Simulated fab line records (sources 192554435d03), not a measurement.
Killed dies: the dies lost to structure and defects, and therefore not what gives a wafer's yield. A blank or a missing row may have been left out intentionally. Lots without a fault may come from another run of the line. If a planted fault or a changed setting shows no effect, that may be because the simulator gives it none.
Chamber matching :: flow n5_finfet :: 4 sister chambers for N5_BEOL_M12_DESCUM_15 on rie_diel-02
The step chemistry O2, time 7.9 s. 16 wafers are shown with their chamber, then 8 later ones without.

## WAFERS PAIRED WITH THEIR CHAMBERS
wafer: L076.2
chamber: 0
showerhead_plenum_p_Torr (Torr): 2.15
rf_vpp_V (V): 244.5
throttle_valve_pct (%): 20.89

wafer: L076.3
chamber: 1
showerhead_plenum_p_Torr (Torr): 2.10
rf_vpp_V (V): 242.3
throttle_valve_pct (%): 20.67

wafer: L076.5
chamber: 2
showerhead_plenum_p_Torr (Torr): 2.08
rf_vpp_V (V): 242.9
throttle_valve_pct (%): 20.40

wafer: L075.4
chamber: 1
showerhead_plenum_p_Torr (Torr): 2.10
rf_vpp_V (V): 243.8
throttle_valve_pct (%): 20.69

wafer: L075.5
chamber: 3
showerhead_plenum_p_Torr (Torr): 2.16
rf_vpp_V (V): 245.2
throttle_valve_pct (%): 20.35

wafer: L075.6
chamber: 2
showerhead_plenum_p_Torr (Torr): 2.08
rf_vpp_V (V): 242.1
throttle_valve_pct (%): 20.43

wafer: L079.2
chamber: 0
showerhead_plenum_p_Torr (Torr): 2.15
rf_vpp_V (V): 244.3
throttle_valve_pct (%): 20.54

wafer: L079.5
chamber: 1
showerhead_plenum_p_Torr (Torr): 2.10
rf_vpp_V (V): 244.1
throttle_valve_pct (%): 20.69

wafer: L079.6
chamber: 0
showerhead_plenum_p_Torr (Torr): 2.15
rf_vpp_V (V): 243.7
throttle_valve_pct (%): 20.53

wafer: L083.2
chamber: 3
showerhead_plenum_p_Torr (Torr): 2.15
rf_vpp_V (V): 245.4
throttle_valve_pct (%): 20.38

wafer: L083.3
chamber: 1
showerhead_plenum_p_Torr (Torr): 2.10
rf_vpp_V (V): 242.5
throttle_valve_pct (%): 20.69

wafer: L083.6
chamber: 0
showerhead_plenum_p_Torr (Torr): 2.15
rf_vpp_V (V): 243.5
throttle_valve_pct (%): 20.54

wafer: L094.1
chamber: 2
showerhead_plenum_p_Torr (Torr): 2.06
rf_vpp_V (V): 242.6
throttle_valve_pct (%): 20.50

wafer: L094.2
chamber: 1
showerhead_plenum_p_Torr (Torr): 2.08
rf_vpp_V (V): 243.5
throttle_valve_pct (%): 20.74

wafer: L094.3
chamber: 0
showerhead_plenum_p_Torr (Torr): 2.13
rf_vpp_V (V): 243.4
throttle_valve_pct (%): 20.58

wafer: L095.2
chamber: 2
showerhead_plenum_p_Torr (Torr): 2.06
rf_vpp_V (V): 242.3
throttle_valve_pct (%): 20.49

SIGNATURES (averages over the wafers above)
reading: showerhead_plenum_p_Torr
chamber 0: 2.1460
chamber 1: 2.0960
chamber 2: 2.0700
chamber 3: 2.1550
scatter within a chamber: 0.00953

reading: rf_vpp_V
chamber 0: 243.880
chamber 1: 243.240
chamber 2: 242.475
chamber 3: 245.300
scatter within a chamber: 0.571

reading: throttle_valve_pct
chamber 0: 20.6160
chamber 1: 20.6960
chamber 2: 20.4550
chamber 3: 20.3650
scatter within a chamber: 0.0937
Rule: for a wafer and a chamber, the distance is found by dividing, reading by reading, the gap between the wafer's reading and the chamber's mean by the reading's scatter, squaring, summing and taking the root. If the next closest chamber is less than 2 further off than the closest, the wafer can't be placed; otherwise it belongs to the closest. The scatter: take each reading less its chamber's mean, square it, sum over the shown wafers, divide by the number of wafers less the number of chambers, and take the root.

## WAFERS WITH NO CHAMBER GIVEN
wafer: L095.3
showerhead_plenum_p_Torr (Torr): 2.14
rf_vpp_V (V): 244.6
throttle_valve_pct (%): 20.42

wafer: L095.6
showerhead_plenum_p_Torr (Torr): 2.14
rf_vpp_V (V): 244.6
throttle_valve_pct (%): 20.43

wafer: L097.1
showerhead_plenum_p_Torr (Torr): 2.14
rf_vpp_V (V): 242.9
throttle_valve_pct (%): 20.42

wafer: L097.3
showerhead_plenum_p_Torr (Torr): 2.13
rf_vpp_V (V): 243.9
throttle_valve_pct (%): 20.60

wafer: L097.6
showerhead_plenum_p_Torr (Torr): 2.06
rf_vpp_V (V): 242.5
throttle_valve_pct (%): 20.51

wafer: L096.4
showerhead_plenum_p_Torr (Torr): 2.06
rf_vpp_V (V): 243.2
throttle_valve_pct (%): 20.50

wafer: L096.5
showerhead_plenum_p_Torr (Torr): 2.13
rf_vpp_V (V): 244.7
throttle_valve_pct (%): 20.60

wafer: L096.6
showerhead_plenum_p_Torr (Torr): 2.08
rf_vpp_V (V): 244.0
throttle_valve_pct (%): 20.76

## CHAMBER TAKEN BY EACH
wafer: L095.3
from the rows above: can't be placed: 3 or 0
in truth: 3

wafer: L095.6
from the rows above: can't be placed: 3 or 0
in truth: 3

wafer: L097.1
from the rows above: can't be placed: 0 or 3
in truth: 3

wafer: L097.3
from the rows above: 0
in truth: 0

wafer: L097.6
from the rows above: 2
in truth: 2

wafer: L096.4
from the rows above: 2
in truth: 2

wafer: L096.5
from the rows above: can't be placed: 0 or 3
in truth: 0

wafer: L096.6
from the rows above: 1
in truth: 1
Correct placement for 4 of the 8. Can't be placed from these rows: 4 (the true chamber is among the candidates in 4). Wrongly placed: 0.
